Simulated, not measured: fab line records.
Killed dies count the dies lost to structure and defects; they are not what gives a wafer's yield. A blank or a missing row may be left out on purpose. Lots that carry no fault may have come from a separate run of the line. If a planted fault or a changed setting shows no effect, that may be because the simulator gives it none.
Split-lot trial | flow n5Finfet | on a route of 1938 steps: 7 lots, 39 wafers read

== SPLIT DETAILS ==
At N5_DUMMY_GATE_ETCH_37 (etches SOC in N2/H2, target depth 60 nm, overetch 30 nm), the setting sourceW was moved away from the recipe's 840 W on 12 of the 39 wafers read, by +4.9% to +16.5%. The other wafers ran this setting at the recipe's value.

The split's own step is where the reading is taken.

== THE READING ==
rfVppV, in V, at N5_DUMMY_GATE_ETCH_37 (etches SOC in N2/H2, target depth 60 nm, overetch 30 nm). Typical for fault-free wafers on this fab line: 523.3 V, with standard deviation 1.9 V.

wafer  | tool, chamber at the split | sourceW as run, W | against the recipe | rfVppV, V | against lot-mates on the recipe
L074.1 | rieDiel-04, 3              | 882.2             | +5.0%              | 517.9     | -5.3
L074.2 | rieDiel-04, 2              | 840               | recipe             | 521.2     | -
L074.3 | rieDiel-04, 0              | 882.2             | +5.0%              | 515.9     | -7.3
L074.4 | rieDiel-04, 0              | 882.2             | +5.0%              | 515.4     | -7.8
L074.5 | rieDiel-04, 2              | 840               | recipe             | 521.8     | -
L074.6 | rieDiel-04, 3              | 840               | recipe             | 526.6     | -
L076.1 | rieDiel-03, 0              | 840               | recipe             | 522.1     | -
L076.2 | rieDiel-03, 3              | 840               | recipe             | 524.5     | -
L076.3 | rieDiel-03, 2              | 840               | recipe             | 523.7     | -
L076.4 | rieDiel-03, 2              | 840               | recipe             | 525.5     | -
L076.5 | rieDiel-03, 3              | 840               | recipe             | 523.4     | -
L076.6 | rieDiel-03, 0              | 840               | recipe             | 520.5     | -
L082.1 | rieDiel-04, 0              | 840               | recipe             | 522.2     | -
L082.2 | rieDiel-04, 3              | 881.2             | +4.9%              | 517.5     | -5.4
L082.3 | rieDiel-04, 2              | 840               | recipe             | 522.2     | -
L082.4 | rieDiel-04, 3              | 881.2             | +4.9%              | 518.7     | -4.2
L082.5 | rieDiel-04, 2              | 881.2             | +4.9%              | 514.0     | -8.9
L082.6 | rieDiel-04, 0              | 840               | recipe             | 524.2     | -
L090.2 | rieDiel-04, 1              | 840               | recipe             | 522.9     | -
L090.3 | rieDiel-04, 0              | 840               | recipe             | 524.6     | -
L090.4 | rieDiel-04, 2              | 840               | recipe             | 521.4     | -
L095.1 | rieDiel-03, 2              | 840               | recipe             | 523.7     | -
L095.2 | rieDiel-03, 3              | 936.7             | +11.5%             | 504.5     | -17.0
L095.3 | rieDiel-03, 0              | 840               | recipe             | 520.0     | -
L095.4 | rieDiel-03, 1              | 936.7             | +11.5%             | 508.9     | -12.6
L095.5 | rieDiel-03, 0              | 840               | recipe             | 520.9     | -
L095.6 | rieDiel-03, 1              | 936.7             | +11.5%             | 507.4     | -14.1
L096.1 | rieDiel-06, 0              | 840               | recipe             | 524.0     | -
L096.2 | rieDiel-06, 2              | 840               | recipe             | 521.6     | -
L096.3 | rieDiel-06, 3              | 840               | recipe             | 520.4     | -
L096.4 | rieDiel-06, 2              | 840               | recipe             | 522.1     | -
L096.5 | rieDiel-06, 0              | 840               | recipe             | 523.4     | -
L096.6 | rieDiel-06, 3              | 840               | recipe             | 520.1     | -
L097.1 | rieDiel-03, 1              | 840               | recipe             | 527.4     | -
L097.2 | rieDiel-03, 3              | 840               | recipe             | 522.8     | -
L097.3 | rieDiel-03, 2              | 979               | +16.5%             | 498.7     | -26.6
L097.4 | rieDiel-03, 0              | 979               | +16.5%             | 497.1     | -28.2
L097.5 | rieDiel-03, 0              | 979               | +16.5%             | 496.2     | -29.1
L097.6 | rieDiel-03, 1              | 840               | recipe             | 525.6     | -

THE FIT
A straight line over all 39 wafers: rfVppV changes by -1.49 V for each +1% of sourceW; r = -0.97; the points scatter about the line by 2 V.
The same after taking each lot's own level away (the mean of its wafers on the recipe; 39 wafers): -1.55 V for each +1%; r = -0.97; scatter 2 V.
On that fit, the largest move of sourceW shifts the reading by 26 V.
The span of the lots' own levels, 521.53 to 525.27 V, comes to 2.0 times the standard deviation stated above.
The two slopes are in agreement: the lot-to-lot level therefore moves the slope only a little.
Check: with one of the wafers moved furthest among these (+16.5%) left out of the fit, the line predicts -25 V for it against its lot-mates. It came out at -26.6 V against them.
Tool readings at the split's step, against how far the setting was moved: rfVppV r = -0.97.

== FURTHER SPLITS ON THESE WAFERS ==
These wafers also went through other splits before the reading. Each is held against what the fit with the lots' levels taken away leaves over:
other split on the same wafers | wafers away from the commonest value | r with rfVppV (lot level and that fit taken away)
N5_FIN_SAQP_HM_DEP_03 timeS    | 18                                   | -0.20

== THE FILE'S OWN FIT ==
rfVppV changes by -1.52 V for each +1% of sourceW, r = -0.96.
